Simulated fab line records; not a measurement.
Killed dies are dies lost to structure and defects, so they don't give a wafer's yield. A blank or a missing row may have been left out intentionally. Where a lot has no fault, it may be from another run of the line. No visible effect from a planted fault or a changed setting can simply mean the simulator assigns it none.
Lot-split experiment	flow n5-finfet	on a route of 1938 steps: 7 lots, 39 wafers read

THE SPLIT
At N5_SD_EPI_P_SD_RECESS_17 (chemistry HBr/Cl2/O2, target depth 39.1 nm, bt time 3 s), the setting target-depth-a was moved away from the recipe's 391 angstrom on 15 of the 39 wafers read, by -7.3% to +9.4%. All remaining wafers had this setting at the recipe value.

Reading taken at the split's own step.

THE READING
etch.depth-nm (the simulator's own value, which no gauge read), in nm, at N5_SD_EPI_P_SD_RECESS_17 (chemistry HBr/Cl2/O2, target depth 39.1 nm, bt time 3 s). The file gives no usual value for it. Across the 24 wafers here that went through the recipe, the average is 38.73 nm and the standard deviation 0.57 nm.

wafer	tool, chamber at the split	target-depth-a as run, angstrom	against the recipe	etch.depth-nm, nm	against lot-mates on the recipe
L076.1	rie-si-04, 2	391	recipe	38.36	-
L076.2	rie-si-04, 1	391	recipe	39.29	-
L076.3	rie-si-04, 0	391	recipe	38.27	-
L076.4	rie-si-04, 3	391	recipe	38.42	-
L076.5	rie-si-04, 0	391	recipe	38.2	-
L076.6	rie-si-04, 3	391	recipe	38.21	-
L078.1	rie-si-01, 1	404.4	+3.4%	40.48	+1.33
L078.2	rie-si-01, 0	404.4	+3.4%	40.55	+1.40
L078.3	rie-si-01, 2	391	recipe	39.84	-
L078.4	rie-si-01, 3	391	recipe	38.19	-
L078.5	rie-si-01, 0	391	recipe	39.42	-
L078.6	rie-si-01, 3	404.4	+3.4%	39.6	+0.45
L079.1	rie-si-01, 3	367.9	-5.9%	35.8	-2.90
L079.2	rie-si-01, 1	367.9	-5.9%	36.56	-2.14
L079.3	rie-si-01, 2	391	recipe	39.13	-
L079.4	rie-si-01, 0	367.9	-5.9%	36.81	-1.89
L079.5	rie-si-01, 3	391	recipe	38.36	-
L079.6	rie-si-01, 0	391	recipe	38.61	-
L080.2	rie-si-01, 1	391	recipe	39.72	-
L080.5	rie-si-01, 3	391	recipe	38.42	-
L080.6	rie-si-01, 0	391	recipe	39.47	-
L090.1	rie-si-06, 3	391	recipe	37.55	-
L090.2	rie-si-06, 2	391	recipe	38.67	-
L090.3	rie-si-06, 0	427.8	+9.4%	42.7	+4.53
L090.4	rie-si-06, 1	427.8	+9.4%	42.26	+4.09
L090.5	rie-si-06, 2	391	recipe	38.28	-
L090.6	rie-si-06, 1	427.8	+9.4%	41.92	+3.75
L094.1	rie-si-04, 3	422.7	+8.1%	41.69	+3.00
L094.2	rie-si-04, 0	391	recipe	38.81	-
L094.3	rie-si-04, 2	422.7	+8.1%	41.87	+3.18
L094.4	rie-si-04, 1	422.7	+8.1%	43.07	+4.38
L094.5	rie-si-04, 0	391	recipe	38.86	-
L094.6	rie-si-04, 3	391	recipe	38.39	-
L097.1	rie-si-01, 3	391	recipe	38.48	-
L097.2	rie-si-01, 0	362.4	-7.3%	36.15	-2.87
L097.3	rie-si-01, 1	362.4	-7.3%	36.22	-2.80
L097.4	rie-si-01, 2	362.4	-7.3%	37.16	-1.86
L097.5	rie-si-01, 1	391	recipe	39.14	-
L097.6	rie-si-01, 2	391	recipe	39.43	-

FIT RESULTS
A straight line over all 39 wafers: etch.depth-nm changes by +0.378 nm for each +1% of target-depth-a; r = +0.95; the points scatter about the line by 0.57 nm.
The same after taking each lot's own level away (the mean of its wafers on the recipe; 39 wafers): +0.403 nm for each +1%; r = +0.96; scatter 0.5 nm.
The reading moves by 3.8 nm for the largest change in target-depth-a, on that fit.
Across the lots, their own levels run from 38.167 to 39.203 nm, a range of 1.8 times the standard deviation given above.
The two slopes agree, so the slope changes little with the lot-to-lot level.
Check: for one of the wafers moved furthest among these (+9.4%), held out of the fit, the line's prediction against its lot-mates is +3.75 nm. Against them it came out at +4.53 nm.

THESE WAFERS: OTHER SPLITS
Before the reading, these wafers also passed through other splits. Each is held against what the fit with the lots' levels taken away leaves over:
other split on the same wafers	wafers away from the commonest value	r with etch.depth-nm (lot level and that fit taken away)
N5_FIN_SAQP_HM_DEP_03 time-s	9	+0.22
N5_FIN_SAQP_MANDREL_ETCH_58 bias-w	9	-0.38
N5_DUMMY_GATE_EXPOSE_12 dose-mj	15	+0.25
N5_DUMMY_GATE_ETCH_42 bias-w	15	-0.29

THE WHOLE CHAIN: every reading that the file lists as answering this split, in the file's order
step	what it does	reading	change (the file's fit)	r (the file's)
N5_SD_EPI_P_SD_RECESS_17	chemistry HBr/Cl2/O2, target depth 39.1 nm, bt time 3 s	SD_EPI_P.feature-depth-nm (the simulator's own value, which no gauge read)	+0.405 nm for each +1% of the setting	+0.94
N5_SD_EPI_P_SD_RECESS_17	chemistry HBr/Cl2/O2, target depth 39.1 nm, bt time 3 s	etch.depth-nm (the simulator's own value, which no gauge read)	+0.405 nm for each +1% of the setting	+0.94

FILE'S OWN FIT
etch.depth-nm changes by +0.405 nm for each +1% of target-depth-a, r = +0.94.
